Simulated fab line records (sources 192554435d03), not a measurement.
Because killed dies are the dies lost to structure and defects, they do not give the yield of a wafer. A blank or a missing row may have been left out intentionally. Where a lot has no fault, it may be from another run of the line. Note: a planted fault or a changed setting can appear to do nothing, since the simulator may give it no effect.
What tool caused it?	flow n5 finfet	9 lots with 25 wafers sampled at 9 steps, on a route of 1938 steps

## WHAT EACH GAUGE READ, for each wafer
N5_DUMMY_GATE_CD_MEAS_24: target cd 15 nm.
lot	measured	on	cd nm (nm)
L292	day 3 06:29	cd sem-01	14.8 14.6 15.8
L293	day 3 13:32	cd sem-03	14.7 14.4
L295	day 3 22:52	cd sem-01	15.7 15.5
L297	day 4 10:45	cd sem-01	15.1 14.8 15.6
L306	day 6 19:17	cd sem-03	15.1 14.1 15.3
L308	day 7 04:11	cd sem-01	14.6 14.9 15.4
L311	day 7 23:05	cd sem-01	14.3 15.5 15.3
L312	day 8 05:16	cd sem-03	14.9 15.0 15.4
L314	day 8 18:04	cd sem-03	14.9 15.6 15.4

N5_DUMMY_GATE_INSPECT_27: inspects for defects (brightfield).
lot	measured	on	raw defect count
L292	day 3 06:46	defect inspect-02	483 368 499
L293	day 3 13:49	defect inspect-01	296 302
L295	day 3 23:09	defect inspect-02	156 164
L297	day 4 11:07	defect inspect-02	306 287 270
L306	day 6 19:43	defect inspect-02	884 824 744
L308	day 7 04:28	defect inspect-01	661 715 711
L311	day 7 23:22	defect inspect-02	360 369 317
L312	day 8 05:32	defect inspect-01	329 295 276
L314	day 8 18:21	defect inspect-02	328 492 385

N5_SPACER0_INSPECT_04: inspects for defects (darkfield).
lot	measured	on	raw defect count
L292	day 3 07:26	defect inspect-01	213 161 212
L293	day 3 14:25	defect inspect-02	119 143
L295	day 4 00:17	defect inspect-01	86 93
L297	day 4 12:04	defect inspect-02	120 141 101
L306	day 6 20:19	defect inspect-02	588 577 563
L308	day 7 05:05	defect inspect-01	526 564 564
L311	day 8 00:10	defect inspect-01	157 155 138
L312	day 8 06:09	defect inspect-02	127 146 110
L314	day 8 19:38	defect inspect-02	136 198 144

N5_SD_EPI_N_INSPECT_11: inspects for defects (macro).
lot	measured	on	raw defect count
L292	day 3 07:46	defect inspect-01	5 1 1
L293	day 3 14:52	defect inspect-02	3 1
L295	day 4 00:44	defect inspect-02	3 3
L297	day 4 12:25	defect inspect-02	3 4 4
L306	day 6 20:38	defect inspect-01	>300 >300 >300
L308	day 7 05:24	defect inspect-01	>300 >300 >300
L311	day 8 00:29	defect inspect-01	3 3 0
L312	day 8 06:36	defect inspect-01	2 1 2
L314	day 8 20:05	defect inspect-01	3 2 4

N5_SD_EPI_N_INSPECT_26: inspects for defects (darkfield).
lot	measured	on	raw defect count
L292	day 3 11:47	defect inspect-01	303 241 293
L293	day 3 19:22	defect inspect-02	229 262
L295	day 4 04:48	defect inspect-01	222 222
L297	day 4 16:52	defect inspect-02	174 170 169
L306	day 7 01:53	defect inspect-01	660 649 640
L308	day 7 10:08	defect inspect-01	604 644 671
L311	day 8 05:07	defect inspect-02	217 221 218
L312	day 8 10:36	defect inspect-02	184 204 150
L314	day 9 01:50	defect inspect-01	220 272 231

N5_BEOL_M4_RC_MEAS_101.
lot	measured	on	DIBL_N (mV/V)	DIBL_P (mV/V)	IOFF_N (nA/um)	IOFF_P (nA/um)	ION_N (uA/um)	ION_P (uA/um)	SS_N (mV/dec)	SS_P (mV/dec)	VT_N (mV)	VT_P (mV)
L292	day 8 17:21	prober-02	37.6 40.3 36.1	37.9 40.5 35.1	0.16 0.23 0.15	0.23 0.27 0.18	671 691 666	455 471 453	71.6 71.8 70.9	73.9 75.4 73.0	248 243 251	-250 -247 -253
L293	day 9 12:31	prober-02	39.2 39.5	39.0 38.4	0.22 0.22	0.23 0.24	689 677	462 464	72.0 72.4	74.0 73.7	246 245	-252 -252
L295	day 9 01:02	prober-01	34.2 34.4	34.7 34.6	0.15 0.15	0.20 0.20	675 676	464 471	70.5 70.9	72.9 73.6	249 250	-249 -248
L297	day 9 21:43	prober-01	38.0 38.1 36.9	36.3 36.2 36.1	0.18 0.17 0.16	0.21 0.19 0.21	679 669 676	458 453 461	71.9 72.0 71.0	73.6 73.5 73.4	250 252 248	-251 -255 -249
L306	day 13 06:35	prober-02	33.7 38.1 34.3	34.0 39.5 34.0	0.11 0.18 0.11	0.16 0.24 0.15	664 683 661	456 474 453	71.0 72.7 70.8	72.5 73.6 72.9	255 252 255	-252 -250 -255
L308	day 13 11:50	prober-01	38.4 36.4 36.3	39.3 37.1 36.7	0.20 0.16 0.17	0.25 0.21 0.21	689 674 700	470 459 474	71.7 71.1 71.9	73.9 73.2 73.1	244 250 247	-248 -251 -251
L311	day 14 06:35	prober-01	38.7 36.4 35.9	38.4 35.0 34.8	0.20 0.16 0.14	0.27 0.21 0.20	687 684 678	466 465 468	72.4 71.9 71.1	74.0 73.6 73.4	247 249 252	-246 -250 -253
L312	day 13 20:02	prober-01	37.5 36.0 35.6	38.5 37.6 37.0	0.20 0.16 0.16	0.21 0.18 0.19	690 665 686	465 449 466	73.0 71.5 71.1	74.2 73.1 73.4	247 250 248	-251 -254 -256
L314	day 15 11:43	prober-01	36.4 34.1 34.1	35.3 32.6 32.6	0.16 0.13 0.13	0.21 0.17 0.18	669 673 676	459 464 466	71.8 71.4 71.1	73.7 72.4 73.0	250 253 251	-250 -253 -252

## WHAT TOOL EACH LOT RAN ON (gives the tool, then ch and the chambers of the sampled wafers, and finally the start)
lot	N5_DUMMY_GATE_ETCH_37	N5_DUMMY_GATE_ETCH_42	N5_DUMMY_GATE_PRECLEAN_25
L292	rie diel-06 ch 0,1,3, day 3 05:44	rie diel-05 ch 1,3, day 3 06:32	wet bench-04 ch 1,6,7, day 3 06:40
L293	rie diel-05 ch 1, day 3 12:40	rie diel-06 ch 1,3, day 3 13:34	wet bench-05 ch 0,3, day 3 13:43
L295	rie diel-02 ch 1,2, day 3 22:07	rie diel-06 ch 2,3, day 3 22:55	wet bench-01 ch 1,2, day 3 23:03
L297	rie diel-05 ch 0,1, day 4 10:01	rie diel-06 ch 1,2, day 4 10:52	wet bench-05 ch 0,1,3, day 4 11:00
L306	rie diel-05 ch 0,2,3, day 6 18:34	rie diel-05 ch 0,1,2, day 6 19:28	wet bench-05 ch 1,2,5, day 6 19:37
L308	rie diel-05 ch 0,2,3, day 7 03:28	rie diel-06 ch 0,2,3, day 7 04:14	wet bench-05 ch 0,1,4, day 7 04:22
L311	rie diel-05 ch 0,1,2, day 7 22:22	rie diel-02 ch 0,1,2, day 7 23:08	wet bench-04 ch 1,4,5, day 7 23:16
L312	rie diel-02 ch 1,2, day 8 04:27	rie diel-06 ch 1,2,3, day 8 05:19	wet bench-04 ch 0,4,6, day 8 05:26
L314	rie diel-05 ch 0,2,3, day 8 17:04	rie diel-06 ch 0,1,2, day 8 18:07	wet bench-01 ch 0,5,6, day 8 18:15
- N5_DUMMY_GATE_ETCH_37: etches SOC in N2/H2, target depth 60 nm, overetch 30 nm.
- N5_DUMMY_GATE_ETCH_42: etches SiO2 in CHF3/O2, target depth 3.5 nm, time 31 s.
- N5_DUMMY_GATE_PRECLEAN_25: cleans in O3/DIW, time 45 s.

## AS READ BY THE TOOLS THEMSELVES (means over the sampled wafers that have a number; for cases with no such wafer, the mark the record gives instead)
N5_DUMMY_GATE_ETCH_37.
lot	tool	drypump motor current A (A)	oes product au (a.u.)	rf vpp V (V)	showerhead plenum p Torr (Torr)	temp c (C)	throttle valve pct (%)
L292	rie diel-06	5.8	0.61	523.8	2.56	40.14	17.96
L293	rie diel-05	5.6	0.58	526.0	2.64	39.94	17.70
L295	rie diel-02	5.8	0.69	525.0	2.54	39.98	17.74
L297	rie diel-05	5.5	0.62	524.9	2.58	40.06	17.54
L306	rie diel-05	5.5	0.63	523.5	2.52	40.11	17.61
L308	rie diel-05	5.5	0.63	524.0	2.52	39.98	17.61
L311	rie diel-05	5.7	0.64	525.5	2.56	39.92	17.52
L312	rie diel-02	5.9	0.63	523.3	2.53	39.95	17.78
L314	rie diel-05	5.5	0.62	524.4	2.51	40.02	17.64

N5_DUMMY_GATE_ETCH_42.
lot	tool	drypump motor current A (A)	oes product au (a.u.)	rf vpp V (V)	showerhead plenum p Torr (Torr)	throttle valve pct (%)
L292	rie diel-05	5.3	0.72	42.5	2.44	18.93
L293	rie diel-06	6.1	0.72	42.8	2.44	18.77
L295	rie diel-06	5.6	0.76	42.9	2.51	18.84
L297	rie diel-06	6.2	0.72	43.4	2.42	18.75
L306	rie diel-05	5.7	0.81	42.7	2.43	18.53
L308	rie diel-06	5.5	0.76	42.7	2.45	18.93
L311	rie diel-02	5.6	0.77	41.8	2.42	18.90
L312	rie diel-06	5.9	0.72	42.8	2.45	18.83
L314	rie diel-06	5.8	0.74	42.7	2.41	18.90

N5_DUMMY_GATE_PRECLEAN_25.
lot	tool	temp c (C)
L292	wet bench-04	22.02
L293	wet bench-05	22.05
L295	wet bench-01	22.10
L297	wet bench-05	21.96
L306	wet bench-05	22.14
L308	wet bench-05	22.11
L311	wet bench-04	22.16
L312	wet bench-04	22.00
L314	wet bench-01	22.07

## THE ANSWER, worked out from the rows above alone
Rule: usual is defined by the lots themselves. Put in order of their means at a reading, lots are off if they are a third of the lots or fewer, leave a main group of 4 or more, and stand apart from it by a gap of 3 or more times the standard deviation of the main group's means; of several such gaps the widest counts. Not used: any main group whose means are identical at the precision the tables above print for the reading. Also off: a lot with no number at a reading for which 4 or more lots have one. Where the step has rows for the other lots, those lots are counted as sound. The gauges are gone through in route order, then the tools' own readings, and for those a lot's mean is taken as printed above. At the first step where some lot is off, the reading lying furthest off is the one used; lots without a number count as furthest.
Off: L306, L308 (N5_SPACER0_INSPECT_04, raw defect count). The main group has a mean of 139 with a standard deviation of 31.
A tool fits if, at a process step before that reading, it ran every lot that is off, and no sound lot after the first of them. The gauges at N5_SPACER0_INSPECT_04 are tried like those tools. One candidate fits, namely wet bench-05 at N5_DUMMY_GATE_PRECLEAN_25. Its last sound lot is L297 (day 4 11:00), its first lot that is off L306 (day 6 19:37): a fault that began between those two fits.

## WHAT HAD BEEN PUT IN BY THE SIMULATOR
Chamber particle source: wet bench-05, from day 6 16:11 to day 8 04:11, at N5_DUMMY_GATE_PRECLEAN_25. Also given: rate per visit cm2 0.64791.
Shown lots that were struck: L306, L308. The rule above reached the same finding.
